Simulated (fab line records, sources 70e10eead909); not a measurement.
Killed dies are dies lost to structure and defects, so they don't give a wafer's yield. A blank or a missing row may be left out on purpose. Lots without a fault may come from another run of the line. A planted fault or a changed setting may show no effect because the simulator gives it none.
fab line records | flow nand_harc | part 1 of 2: steps 1 to 4 of 6
record lots=21 wafers=63 last_day=25
route steps=1159 shown A_STAIRCASE@559
lots that met no fault: from a run of the same line without faults
start_h: hours from the record's first day to the start of the lot's first wafer shown | wait_h: hours since the lot's step before | " the same as in the row above | L1.1+2: a row that stands for several wafers | - no value, or no start given | * or withheld: withheld | < > ~ a bound
route shown NAME@n: a module of which the file shows steps, and the number in the route of the first | usual: mean/standard deviation of fault-free wafers | same: alike in all rows | chamber/n: place in a boat | sites: the reading at each site | _std_site: their standard deviation | _edge_site: outer sites' mean less inner sites' | radius_mm: how far each site lies from the wafer's centre | mask NAME#n: copy n | behind: the tool/chamber that last shaped the wafer | hold: why the lot was held/for how many hours/how that ended | device: the transistor (n, p or np) that didn't switch | end of line: the same wafers' tests at the end of the route | a step without rows: its recipe alone | killed: dies lost to structure and defects at the first sort, not the wafer's yield | map: a wafer's dies, x killed, . not, _ none there
set.NAME: the setting as run; set.NAME@STEP: as run at that earlier step | model.NAME: the simulator's own value behind a step, which no gauge read
steps of the route over a sample of lots; a table a step, a row a wafer
services: from which hour (start_h, from the record's first day; less than 0 if before it) a tool's chamber was out of use, for how many hours, and why
## steps
# step NHARC_A_STAIRCASE_TRIM_22
# recipe time_s=211.2 o2_flow_sccm=500 ar_flow_sccm=0 bias_w=0 chemistry=O2
# usual drypump_motor_current_A=6.1/0.34 mfc_ar_sccm=0.018/0.017 oes_product_au=0.999/0.0094 rf_vpp_V=57.7/0.89 showerhead_plenum_p_Torr=3.54/0.13 throttle_valve_pct=17.037/0.01
# columns lot.wafer tool chamber start_h wait_h drypump_motor_current_A mfc_ar_sccm oes_product_au rf_hours_counter_h rf_vpp_V showerhead_plenum_p_Torr throttle_valve_pct
L075.3 rie_diel-06 0 - - 6.4 0.027 1.002 59 57.2 3.37 17.042
L075.1 " 1 " " 6.2 0.044 0.988 58 57.5 3.52 17.045
L075.6 " 3 " " 5.8 0.017 0.999 - 56.0 3.61 17.027
L074.1 rie_diel-06 2 - - 6.4 0 0.999 63 58.0 3.60 17.061
L074.4 " 3 " " 5.7 0.017 0.993 64 58.6 3.61 17.033
L074.5 " 3 " " 5.7 0.017 0.990 - 58.7 3.61 17.050
L078.3 rie_diel-06 0 - - 6.3 0.027 1.016 0 58.0 3.37 17.042
L078.1 " 1 " " 6.3 0.044 1.005 0 58.5 3.52 17.040
L078.4 " 2 " " 6.4 0 0.990 0 56.9 3.60 17.043
L076.4 rie_diel-02 2 - - 6.3 0 0.998 39 59.6 3.61 17.034
L076.2 " 0 " " 5.7 0 0.994 39 57.7 3.28 17.049
L076.6 " 1 " " 6.7 0.001 1.006 - 59.6 3.68 17.035
L077.4 rie_diel-06 3 - - 5.8 0.017 1.004 3 57.6 3.61 17.016
L077.2 " 1 " " 6.2 0.044 1.013 3 57.0 3.51 17.036
L077.5 " 2 " " 6.4 0 0.983 - 58.0 3.60 17.028
L079.3 rie_diel-02 2 - - 6.3 0 0.984 44 57.9 3.61 17.039
L079.2 " 0 " " 5.7 0 0.978 45 57.7 3.27 17.020
L079.6 " 2 " " 6.3 0 0.985 - 57.2 3.61 17.036
L080.2 rie_diel-06 0 - - 6.4 0.027 1.009 7 57.4 3.37 17.047
L080.6 " 1 " " 6.2 0.044 1.008 - 58.1 3.51 17.034
L080.5 " 2 " " 6.4 0 0.998 - 56.0 3.59 17.031
L081.4 rie_diel-06 1 - - 6.3 0.044 1.007 12 58.5 3.51 17.026
L081.1 " 2 " " 6.5 0 0.994 11 57.2 3.59 17.034
L081.6 " 0 " " 6.4 0.027 1.012 - 57.4 3.37 17.046
L082.3 rie_diel-06 2 - - 6.4 0 0.980 14 58.2 3.59 17.046
L082.2 " 3 " " 5.7 0.017 1.001 15 58.4 3.60 17.024
L082.5 " 2 " " 6.4 0 0.983 - 57.1 3.59 17.036
L083.1 rie_diel-06 0 - - 6.3 0.027 1.012 20 58.1 3.36 17.029
L083.3 " 1 " " 6.3 0.044 1.013 19 56.9 3.51 17.016
L083.2 " 3 " " 5.7 0.017 1.001 19 57.8 3.60 17.031
L085.3 rie_diel-02 3 - - 5.8 0 0.998 58 56.9 3.27 17.041
L085.1 " 1 " " 6.7 0.001 0.991 52 59.1 3.67 17.034
L085.6 " 2 " " 6.2 0 0.993 - 57.3 3.60 17.046
L084.2 rie_diel-06 3 - - 5.8 0.017 1.002 19 57.9 3.60 17.037
L084.1 " 1 " " 6.3 0.044 1.005 19 58.5 3.51 17.048
L084.6 " 2 " " 6.5 0 1.006 - 57.0 3.59 17.048
L087.4 rie_diel-06 0 - - 6.4 0.027 1.010 26 56.2 3.36 17.044
L087.3 " 1 " " 6.2 0.044 1.007 25 58.4 3.50 17.026
L087.5 " 0 " " 6.4 0.027 1.011 - 56.4 3.36 17.046
L086.1 rie_diel-07 1 - - 5.4 0.042 1.000 25 57.5 3.49 17.041
L086.4 " 3 " " 5.5 0 0.972 30 57.8 3.68 17.039
L086.6 " 0 " " 6.3 0.030 1.006 - 57.8 3.67 17.024
L088.1 rie_diel-06 3 - - 5.7 0.017 0.995 27 58.9 3.59 17.047
L088.3 " 2 " " 6.5 0 0.981 23 57.1 3.59 17.053
L088.6 " 3 " " 5.7 0.017 0.999 - 58.1 3.59 17.048
L090.3 rie_diel-06 2 - - 6.5 0 0.991 27 57.9 3.58 17.037
L090.1 " 3 " " 5.8 0.017 0.994 33 59.3 3.59 17.019
L090.6 " 1 " " 6.2 0.044 1.005 - 58.1 3.50 17.048
L092.3 rie_diel-07 3 - - 5.5 0 0.985 41 57.0 3.67 17.037
L092.1 " 2 " " 6.0 0 0.998 39 58.1 3.75 17.052
L092.6 " 0 " " 6.3 0.030 1.016 - 59.2 3.67 17.052
L093.2 rie_diel-06 3 - - 5.7 0.017 1.003 40 58.6 3.58 17.044
L093.4 " 0 " " 6.3 0.027 0.999 39 57.8 3.35 17.032
L093.5 " 2 " " 6.4 0 0.990 - 56.9 3.58 17.027
L094.3 rie_diel-02 3 - - 5.9 0 1.003 9 58.7 3.80 17.039
L094.1 " 2 " " 6.3 0 1.001 9 59.5 3.59 17.044
L094.5 " 2 " " 6.3 0 1.003 - 57.5 3.59 17.037
L095.3 rie_diel-06 0 - - 6.3 0.027 1.009 46 58.7 3.35 17.023
L095.1 " 1 " " 6.3 0.044 0.994 44 56.7 3.49 17.045
L095.2 " 2 " " 6.5 0 0.987 39 58.5 3.58 17.049
L097.2 rie_diel-06 0 - - 6.4 0.027 1.005 52 56.8 3.35 17.024
L097.3 " 2 " " 6.5 0 0.994 45 57.5 3.57 17.026
L097.5 " 1 " " 6.3 0.044 1.009 - 58.1 3.49 17.033
# step NHARC_A_STAIRCASE_ETCH_23
# recipe target_depth_a=1000 time_s=40.5 ion_energy_ev=400 c4f8_flow_sccm=20 o2_flow_sccm=10 ar_flow_sccm=withheld rf_w=600 bias_w=1000 chemistry=C4F8/O2
# usual oes_product_au=0.942/0.011 rf_vpp_V=896/4.7
# columns lot.wafer tool chamber start_h wait_h oes_product_au rf_hours_counter_h rf_vpp_V
L075.3 rie_diel-06 1 - - 0.938 58 897
L075.1 " 2 " " 0.943 62 900
L075.6 " 1 " " 0.931 - 896
L074.4 rie_diel-06 0 - - 0.970 60 892
L074.1 " 2 " " 0.953 63 899
L074.5 " 0 " " 0.974 - 890
L078.4 rie_diel-06 0 - - 0.949 0 889
L078.3 " 2 " " 0.948 0 899
L078.1 " 3 " " 0.957 0 900
L076.2 rie_diel-02 1 - - 0.940 35 900
L076.4 " 3 " " 0.956 39 887
L076.6 " 1 " " 0.953 - 901
L077.2 rie_diel-06 2 - - 0.915 4 898
L077.4 " 1 " " 0.935 4 897
L077.5 " 2 " " 0.915 - 897
L079.3 rie_diel-02 1 - - 0.935 40 901
L079.2 " 0 " " 0.933 45 886
L079.6 " 1 " " 0.936 - 900
L080.2 rie_diel-06 0 - - 0.955 7 890
L080.5 " 1 " " 0.950 - 896
L080.6 " 2 " " 0.927 - 900
L081.1 rie_diel-06 1 - - 0.950 12 895
L081.4 " 3 " " 0.954 12 899
L081.6 " 0 " " 0.945 - 889
L082.3 rie_diel-06 1 - - 0.943 15 896
L082.2 " 0 " " 0.952 16 889
L082.5 " 2 " " 0.930 - 899
L083.2 rie_diel-06 3 - - 0.939 19 898
L083.1 " 0 " " 0.945 20 890
L083.3 " 1 " " 0.932 19 896
L085.3 rie_diel-02 1 - - 0.928 52 902
L085.1 " 2 " " 0.924 57 897
L085.6 " 1 " " 0.924 - 899
L084.2 rie_diel-06 3 - - 0.941 19 898
L084.1 " 2 " " 0.931 15 898
L084.6 " 0 " " 0.954 - 889
L087.3 rie_diel-06 1 - - 0.950 25 894
L087.4 " 2 " " 0.941 22 898
L087.5 " 3 " " 0.928 - 898
L086.1 rie_diel-07 1 - - 0.951 25 894
L086.4 " 3 " " 0.955 30 901
L086.6 " 1 " " 0.951 - 894
L088.1 rie_diel-06 2 - - 0.947 23 900
L088.3 " 1 " " 0.961 26 896
L088.6 " 3 " " 0.931 - 898
L090.1 rie_diel-06 1 - - 0.947 32 895
L090.3 " 2 " " 0.941 27 897
L090.6 " 1 " " 0.944 - 895
L092.1 rie_diel-07 2 - - 0.953 39 904
L092.3 " 0 " " 0.947 43 901
L092.6 " 2 " " 0.951 - 904
L093.2 rie_diel-06 1 - - 0.955 37 895
L093.4 " 0 " " 0.961 39 890
L093.5 " 1 " " 0.957 - 895
L094.3 rie_diel-02 1 - - 0.943 9 902
L094.1 " 3 " " 0.935 9 905
L094.5 " 3 " " 0.934 - 906
L095.1 rie_diel-06 2 - - 0.932 39 898
L095.3 " 3 " " 0.931 44 898
L095.2 " 0 " " 0.936 46 891
L097.2 rie_diel-06 0 - - 0.940 53 889
L097.3 " 2 " " 0.927 45 897
L097.5 " 2 " " 0.928 - 898
# step NHARC_A_STAIRCASE_DESCUM_186
# recipe time_s=3 o2_flow_sccm=200 ar_flow_sccm=0 bias_power_w=0 chemistry=O2
# usual drypump_motor_current_A=6.1/0.38 mfc_ar_sccm=0.013/0.017 oes_product_au=0.998/0.011 rf_vpp_V=57.8/0.97 showerhead_plenum_p_Torr=1.94/0.087 throttle_valve_pct=11.311/0.0095
# columns lot.wafer tool chamber start_h wait_h drypump_motor_current_A mfc_ar_sccm oes_product_au rf_hours_counter_h rf_vpp_V showerhead_plenum_p_Torr throttle_valve_pct
L075.3 rie_diel-06 1 236.01 - 6.3 0.044 0.989 59 59.0 1.91 11.311
L075.1 " 2 " " 6.4 0 0.989 63 58.3 1.95 11.310
L075.6 " 0 " " 6.3 0.027 1.001 - 56.9 1.82 11.315
L074.1 rie_diel-06 3 237.67 - 5.7 0.017 1.004 65 57.7 1.96 11.303
L074.4 " 1 " " 6.2 0.044 0.984 60 57.2 1.91 11.320
L074.5 " 3 " " 5.7 0.017 0.999 - 57.4 1.96 11.310
L078.3 rie_diel-06 1 255.13 - 6.3 0.044 1.002 3 57.5 1.91 11.315
L078.4 " 2 " " 6.4 0 0.985 3 58.5 1.95 11.289
L078.1 " 3 " " 5.7 0.017 0.999 2 58.9 1.96 11.321
L076.2 rie_diel-06 0 256.22 - 6.3 0.027 1.017 3 57.0 1.82 11.307
L076.4 " 3 " " 5.7 0.017 1.012 3 59.1 1.96 11.301
L076.6 " 1 " " 6.2 0.044 1.013 - 58.0 1.91 11.304
L077.2 rie_diel-06 1 259.33 - 6.2 0.044 1.006 5 55.8 1.90 11.304
L077.4 " 2 " " 6.4 0 0.983 5 58.6 1.95 11.306
L077.5 " 0 " " 6.4 0.027 1.009 - 55.8 1.82 11.294
L079.2 rie_diel-06 3 268.90 - 5.7 0.017 0.997 7 57.6 1.96 11.304
L079.3 " 1 " " 6.2 0.044 0.995 8 57.3 1.90 11.307
L079.6 " 3 " " 5.7 0.017 1.002 - 56.0 1.96 11.307
L080.2 rie_diel-07 2 269.53 - 6.0 0 1.018 12 58.9 2.05 11.320
L080.5 " 2 " " 6.0 0 0.999 - 58.0 2.05 11.314
L080.6 " 3 " " 5.5 0 0.988 - 59.2 2.01 11.305
L081.1 rie_diel-02 2 281.66 - 6.3 0 0.981 49 56.4 1.96 11.308
L081.4 " 3 " " 5.8 0 0.988 51 56.5 1.77 11.307
L081.6 " 1 " " 6.7 0.001 0.989 - 57.1 2.00 11.297
L082.2 rie_diel-02 0 289.67 - 5.7 0 0.991 54 56.1 1.76 11.313
L082.3 " 3 " " 5.8 0 0.993 54 56.9 1.77 11.331
L082.5 " 0 " " 5.7 0 0.984 - 57.0 1.76 11.316
L083.2 rie_diel-06 2 298.10 - 6.4 0 0.991 15 56.5 1.95 11.321
L083.1 " 3 " " 5.7 0.017 0.998 20 57.6 1.95 11.303
L083.3 " 1 " " 6.2 0.044 1.007 20 57.7 1.90 11.317
L085.3 rie_diel-07 2 298.39 - 6.0 0 0.999 21 57.5 2.05 11.303
L085.1 " 0 " " 6.3 0.030 1.006 22 57.9 2.00 11.319
L085.6 " 3 " " 5.4 0 0.990 - 59.7 2.00 11.331
L084.1 rie_diel-02 3 298.59 - 5.9 0 0.996 58 56.9 1.77 11.285
L084.2 " 1 " " 6.7 0.001 0.982 53 58.7 2.00 11.311
L084.6 " 3 " " 5.9 0 0.990 - 56.0 1.77 11.328
L086.4 rie_diel-07 1 325.67 - 5.4 0.042 1.009 26 58.2 1.89 11.304
L086.1 " 0 " " 6.3 0.030 1.004 32 57.6 2.00 11.319
L086.6 " 2 " " 6.0 0 1.002 - 58.5 2.04 11.309
L087.3 rie_diel-02 2 325.99 - 6.3 0 0.977 65 56.4 1.95 11.318
L087.4 " 3 " " 5.9 0 0.985 67 56.8 1.76 11.296
L087.5 " 1 " " 6.7 0.001 0.979 - 57.8 1.99 11.313
L088.3 rie_diel-06 3 328.14 - 5.7 0.017 0.988 28 57.5 1.95 11.308
L088.1 " 0 " " 6.3 0.027 1.004 28 58.5 1.81 11.330
L088.6 " 3 " " 5.7 0.017 0.994 - 58.4 1.95 11.304
L090.1 rie_diel-07 3 339.53 - 5.5 0 0.985 37 57.2 2.00 11.323
L090.3 " 1 " " 5.4 0.042 1.017 31 56.7 1.89 11.310
L090.6 " 3 " " 5.5 0 0.989 - 57.5 2.00 11.312
L092.3 rie_diel-07 0 350.65 - 6.3 0.030 1.002 43 56.9 1.99 11.299
L092.1 " 1 " " 5.4 0.042 1.006 36 58.1 1.89 11.306
L092.6 " 0 " " 6.3 0.030 1.006 - 59.3 1.99 11.312
L093.2 rie_diel-02 3 362.61 - 5.8 0 0.997 11 56.7 2.07 11.293
L093.5 " 3 " " 5.8 0 0.991 - 57.7 2.07 11.309
L093.4 " 1 " " 6.7 0.001 1.011 - 56.7 1.99 11.305
L094.1 rie_diel-02 3 363.89 - 5.8 0 1.005 12 58.2 2.07 11.321
L094.3 " 1 " " 6.7 0.001 1.011 12 58.4 1.99 11.317
L094.5 " 1 " " 6.7 0.001 1.004 - 57.4 1.99 11.312
L095.1 rie_diel-02 0 375.51 - 5.7 0 0.978 1 57.5 2.08 11.309
L095.3 " 1 " " 6.7 0.001 0.999 16 57.9 1.99 11.295
L095.2 " 3 " " 5.9 0 0.994 16 57.1 2.07 11.303
L097.2 rie_diel-06 2 390.72 - 6.4 0 0.976 45 57.1 1.94 11.297
L097.3 " 0 " " 6.3 0.027 1.009 53 56.8 1.81 11.298
L097.5 " 2 " " 6.4 0 0.986 - 58.2 1.94 11.321
# step NHARC_A_STAIRCASE_TRIM_193
# recipe time_s=211.2 o2_flow_sccm=500 ar_flow_sccm=0 bias_w=0 chemistry=O2
# usual drypump_motor_current_A=6.1/0.37 mfc_ar_sccm=0.014/0.017 oes_product_au=1.000/0.012 rf_vpp_V=58.0/0.88 showerhead_plenum_p_Torr=3.57/0.15 throttle_valve_pct=17.037/0.0085
# columns lot.wafer tool chamber start_h wait_h drypump_motor_current_A mfc_ar_sccm oes_product_au rf_hours_counter_h rf_vpp_V showerhead_plenum_p_Torr throttle_valve_pct
L075.1 rie_diel-06 0 - - 6.4 0.027 1.009 60 57.0 3.37 17.048
L075.3 " 1 " " 6.2 0.044 0.997 60 57.8 3.52 17.046
L075.6 " 1 " " 6.2 0.044 0.991 - 57.7 3.52 17.025
L074.1 rie_diel-06 0 - - 6.3 0.027 1.012 61 57.4 3.37 17.028
L074.4 " 1 " " 6.3 0.044 0.992 61 58.4 3.52 17.033
L074.5 " 3 " " 5.7 0.017 1.000 - 58.2 3.61 17.028
L078.4 rie_diel-06 0 - - 6.3 0.027 1.016 2 57.3 3.37 17.050
L078.1 " 1 " " 6.3 0.044 1.015 3 58.1 3.51 17.031
L078.3 " 2 " " 6.4 0 0.992 3 58.9 3.60 17.033
L076.2 rie_diel-06 3 - - 5.7 0.017 1.000 4 58.0 3.60 17.036
L076.4 " 2 " " 6.5 0 0.995 4 57.1 3.60 17.031
L076.6 " 0 " " 6.4 0.027 1.001 - 55.9 3.37 17.033
L077.4 rie_diel-06 1 - - 6.3 0.044 1.014 5 57.0 3.51 17.045
L077.2 " 2 " " 6.5 0 0.979 5 56.4 3.60 17.040
L077.5 " 0 " " 6.4 0.027 1.003 - 57.5 3.37 17.040
L079.2 rie_diel-06 3 - - 5.7 0.017 0.995 7 57.8 3.60 17.035
L079.3 " 0 " " 6.3 0.027 1.016 8 57.3 3.37 17.027
L079.6 " 0 " " 6.3 0.027 1.003 - 57.5 3.37 17.034
L080.2 rie_diel-07 3 - - 5.5 0 0.990 12 58.4 3.69 17.040
L080.5 " 1 " " 5.4 0.042 1.021 - 57.6 3.49 17.058
L080.6 " 2 " " 6.1 0 1.003 - 58.4 3.76 17.051
L081.4 rie_diel-02 2 - - 6.3 0 0.989 50 58.9 3.60 17.028
L081.1 " 0 " " 5.7 0 0.975 52 56.4 3.27 17.041
L081.6 " 2 " " 6.3 0 0.982 - 58.2 3.60 17.030
L082.2 rie_diel-02 0 - - 5.7 0 0.979 54 57.7 3.27 17.043
L082.3 " 1 " " 6.7 0.001 0.994 49 57.0 3.67 17.037
L082.5 " 3 " " 5.9 0 0.984 - 57.6 3.28 17.041
L085.3 rie_diel-07 2 - - 6.0 0 1.007 22 59.0 3.76 17.040
L085.1 " 3 " " 5.5 0 0.998 22 59.0 3.68 17.039
L085.6 " 0 " " 6.3 0.030 1.017 - 58.3 3.68 17.029
L083.3 rie_diel-06 2 - - 6.4 0 0.989 15 57.4 3.59 17.055
L083.1 " 3 " " 5.7 0.017 1.011 20 56.9 3.60 17.037
L083.2 " 0 " " 6.4 0.027 1.009 21 58.3 3.36 17.027
L084.2 rie_diel-02 3 - - 5.9 0 0.991 60 55.4 3.27 17.035
L084.1 " 1 " " 6.7 0.001 0.977 55 58.4 3.67 17.051
L084.6 " 3 " " 5.9 0 0.996 - 56.7 3.27 17.023
L086.4 rie_diel-07 1 - - 5.5 0.042 1.011 26 58.2 3.49 17.037
L086.1 " 3 " " 5.5 0 0.988 30 58.1 3.67 17.046
L086.6 " 0 " " 6.3 0.030 1.004 - 59.0 3.67 17.029
L087.3 rie_diel-02 2 - - 6.3 0 0.982 66 57.8 3.60 17.023
L087.4 " 3 " " 5.9 0 1.004 67 57.4 3.27 17.035
L087.5 " 3 " " 5.8 0 0.995 - 56.9 3.27 17.036
L088.3 rie_diel-06 0 - - 6.4 0.027 1.010 28 57.2 3.36 17.048
L088.1 " 1 " " 6.2 0.044 0.996 28 58.4 3.50 17.043
L088.6 " 0 " " 6.3 0.027 1.012 - 56.2 3.36 17.037
L090.1 rie_diel-07 1 - - 5.4 0.042 1.017 32 59.2 3.48 17.038
L090.3 " 0 " " 6.3 0.030 1.021 40 59.4 3.67 17.043
L090.6 " 2 " " 6.0 0 1.003 - 57.7 3.75 17.037
L092.1 rie_diel-07 3 - - 5.5 0 0.989 42 58.8 3.67 17.028
L092.3 " 0 " " 6.3 0.030 1.015 44 59.4 3.67 17.032
L092.6 " 2 " " 6.1 0 1.007 - 58.1 3.75 17.038
L093.2 rie_diel-02 2 - - 6.3 0 0.997 12 59.3 3.59 17.029
L093.4 " 1 " " 6.7 0.001 1.003 - 58.1 3.66 17.023
L093.5 " 2 " " 6.3 0 1.010 - 58.1 3.59 17.044
L094.1 rie_diel-02 1 - - 6.7 0.001 1.011 12 57.6 3.66 17.040
L094.3 " 2 " " 6.3 0 0.994 12 57.4 3.59 17.032
L094.5 " 1 " " 6.7 0.001 1.013 - 59.0 3.66 17.027
L095.1 rie_diel-02 0 - - 5.7 0 0.977 2 58.6 3.81 17.049
L095.3 " 1 " " 6.7 0.001 1.008 16 57.2 3.66 17.034
L095.2 " 2 " " 6.3 0 1.005 16 57.0 3.59 17.034
L097.2 rie_diel-06 1 - - 6.3 0.044 1.004 52 58.1 3.49 17.044
L097.3 " 2 " " 6.5 0 0.985 46 57.8 3.57 17.038
L097.5 " 0 " " 6.4 0.027 1.002 - 58.9 3.34 17.041
